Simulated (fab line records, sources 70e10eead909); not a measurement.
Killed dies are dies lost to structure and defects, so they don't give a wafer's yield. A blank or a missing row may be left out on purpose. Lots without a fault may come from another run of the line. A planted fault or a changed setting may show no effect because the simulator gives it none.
Chamber matching | flow nand_harc | NHARC_A_ZERO_WELL_ETCH_13 on rie_si-03: 4 sister chambers
The step etches the open film in HBr/Cl2, target depth 120 nm, time 40.1 s. 4 wafers are shown with their chamber, then 7 later ones without.

WAFERS WITH THEIR CHAMBER
wafer  | chamber | drypump_motor_current_A (A)
L589.4 | 2       | 5.8
L589.6 | 0       | 6.5
L590.1 | 3       | 6.1
L590.3 | 1       | 6.2

WAFERS WITHOUT THEIR CHAMBER
wafer  | drypump_motor_current_A (A)
L590.5 | 6.2
L594.1 | 6.1
L594.3 | 6.4
L594.5 | 6.1
L596.2 | 6.1
L596.3 | 6.1
L596.4 | 5.8

WHICH CHAMBER EACH WENT THROUGH
wafer  | from the rows above | in truth
L590.5 | 1                   | 1
L594.1 | 3                   | 3
L594.3 | 0                   | 0
L594.5 | 3                   | 3
L596.2 | 3                   | 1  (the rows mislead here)
L596.3 | 3                   | 3
L596.4 | 2                   | 2
Placed correctly: 6 of 7. Can't be placed from these rows: 0. Placed wrongly: 1.
How it was worked out, from the rows above alone: a wafer's distance from a chamber is the root of the sum, over the readings, of the square of ((its reading less the chamber's mean) divided by the reading's scatter). The wafer belongs to the nearest chamber; if the next one is less than 2 further off, it can't be placed. A chamber's mean is the mean of its shown wafers. The scatter: with one shown wafer a chamber, the root of the mean of the squares of how far each hidden wafer lies from its nearest shown one.
